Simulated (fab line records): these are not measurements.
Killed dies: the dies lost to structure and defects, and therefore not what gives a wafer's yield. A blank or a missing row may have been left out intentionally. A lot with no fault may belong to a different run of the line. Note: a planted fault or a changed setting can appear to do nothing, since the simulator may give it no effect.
Chamber matching	flow n5Finfet	N5_GATE_CUT_DESCUM_18 on rieDiel-06: 4 sister chambers
The step chemistry O2, time 7 s. 18 wafers are shown with their chamber, then 9 later ones without.

== WAFERS, EACH WITH ITS CHAMBER ==
wafer	chamber	showerheadPlenumPTorr (Torr)	throttleValvePct (%)	oesProductAu (a.u.)
L077.1	0	2.08	20.80	0.72
L077.2	1	2.12	20.55	0.78
L077.5	2	2.04	20.31	0.84
L078.1	1	2.12	20.54	0.79
L078.4	2	2.04	20.33	0.83
L078.6	0	2.08	20.82	0.71
L079.2	1	2.12	20.54	0.77
L079.3	3	1.99	20.66	0.72
L079.4	0	2.08	20.81	0.71
L080.1	2	2.04	20.33	0.82
L080.3	3	1.99	20.66	0.72
L080.4	1	2.11	20.56	0.76
L082.1	1	2.11	20.56	0.77
L082.5	1	2.11	20.57	0.77
L082.6	2	2.04	20.32	0.82
L089.1	0	2.08	20.84	0.71
L089.3	1	2.11	20.56	0.76
L089.5	1	2.11	20.57	0.76

SIGNATURES (averages over the wafers above)
reading	chamber 0	chamber 1	chamber 2	chamber 3	scatter within a chamber
showerheadPlenumPTorr	2.0800	2.1138	2.0400	1.9900	0.00366
throttleValvePct	20.8175	20.5562	20.3225	20.6600	0.0124
oesProductAu	0.7125	0.7700	0.8275	0.7200	0.00906
Rule: distance of a wafer from a chamber = root of the sum over the readings of ((wafer's reading minus chamber's mean) / reading's scatter) squared. If the next closest chamber is less than 2 further off than the closest, the wafer can't be placed; otherwise it belongs to the closest. How the scatter is found: for the shown wafers, subtract from each reading the mean of its chamber, square and add these, divide the total by (wafers less chambers), then take the root.

== WAFERS WHOSE CHAMBER IS MISSING ==
wafer	showerheadPlenumPTorr (Torr)	throttleValvePct (%)	oesProductAu (a.u.)
L092.4	2.11	20.59	0.75
L092.5	2.07	20.85	0.69
L092.6	1.98	20.67	0.71
L094.2	2.03	20.37	0.80
L094.4	1.98	20.68	0.70
L094.6	2.07	20.86	0.70
L095.1	2.07	20.84	0.70
L095.4	2.11	20.58	0.75
L095.5	2.03	20.38	0.81

== WHICH CHAMBER EACH WENT THROUGH ==
wafer	from the rows above	in truth
L092.4	1	1
L092.5	0	0
L092.6	3	3
L094.2	2	2
L094.4	3	3
L094.6	0	0
L095.1	0	0
L095.4	1	1
L095.5	2	2
Correct placement for 9 of the 9. Not placeable from these rows: 0. 0 placed wrongly.
